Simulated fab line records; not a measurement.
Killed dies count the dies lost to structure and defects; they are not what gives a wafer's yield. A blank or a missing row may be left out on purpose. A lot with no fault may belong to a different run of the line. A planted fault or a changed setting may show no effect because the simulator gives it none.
One fault through the eyes of 2 desks :: flow n5 finfet :: what lay behind the numbers comes last; until then each desk has only its own
Where a reading is given only as a bound, like >300, the bound stands for it, and a mean or a difference that rests on one is marked > or <: the true number lies beyond.

== THE METROLOGY DESK ==
What the gauges read for every lot (on any tool): the sampled wafers with a number, averaged. The brackets show how far a lot's mean lies from the usual mean; more than 4 standard deviations puts the lot out of limits, marked OUT. Of its 10 readings 7 are shown: those that lie furthest out on some lot.
Columns: A = DIBL_N at N5_BEOL_M4_RC_MEAS_101, usual 36.4 mV/V; B = DIBL_P at N5_BEOL_M4_RC_MEAS_101, usual 36 mV/V; C = IOFF_P at N5_BEOL_M4_RC_MEAS_101, usual 0.21 nA/um; D = ION_N at N5_BEOL_M4_RC_MEAS_101, usual 677 uA/um; E = ION_P at N5_BEOL_M4_RC_MEAS_101, usual 464 uA/um; F = SS_N at N5_BEOL_M4_RC_MEAS_101, usual 71.5 mV/dec; G = VT_P at N5_BEOL_M4_RC_MEAS_101, usual -251 mV
lot: L584
first seen here: day 10 22:32
A: 36.8
B: 36
C: 0.20
D: 684
E: 466
F: 71.5
G: -252

lot: L586
first seen here: day 11 09:22
A: 31.1
B: 30
C: 0.14
D: 661
E: 453
F: 70.3
G: -255

lot: L597
first seen here: day 14 07:36
A: 33.6
B: 34
C: 0.13
D: 653
E: 445
F: 71.3
G: -259
Result from this desk: across the 3 lots, nothing is out of limits.

== THE DEFECT DESK ==
For each lot, the counts of the inspections along the route, averaged over the sampled wafers that have a number. The brackets show how far a lot's mean lies from the usual mean; more than 4 standard deviations puts the lot out of limits, marked OUT.
Columns: A = raw defect count at N5_BEOL_M0_SAQP_INSPECT_42, usual 281; B = raw defect count at N5_BEOL_M0_CUTY_INSPECT_59, usual 1.9
lot: L584
first seen here: day 8 05:37
A: 315
B: 1.3

lot: L586
first seen here: day 8 15:02
A: 559
B: >100 (>+76) OUT

lot: L597
first seen here: day 11 10:44
A: 334
B: 2.0
This desk finds L586 out of limits, L586 being first, at day 8 18:02 (raw defect count at N5_BEOL_M0_CUTY_INSPECT_59). In limits: L584, L597.

== PUT TOGETHER ==
The defect desk could have raised an alarm at day 8 18:02, on L586.
At the metrology desk, nothing out of limits was observed.
The metrology desk has L586 on record, within its limits.
Of the lots named, all ran N5_BEOL_M0_SAQP_STRIP_115 on wet bench-04.

== WHAT THE SIMULATOR HAD PUT IN ==
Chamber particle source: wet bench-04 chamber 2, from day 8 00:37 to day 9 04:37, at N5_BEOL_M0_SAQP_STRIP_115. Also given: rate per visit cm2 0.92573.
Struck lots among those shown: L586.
Hours from the fault's start to each desk's first reading out of limits: the defect desk, 17.
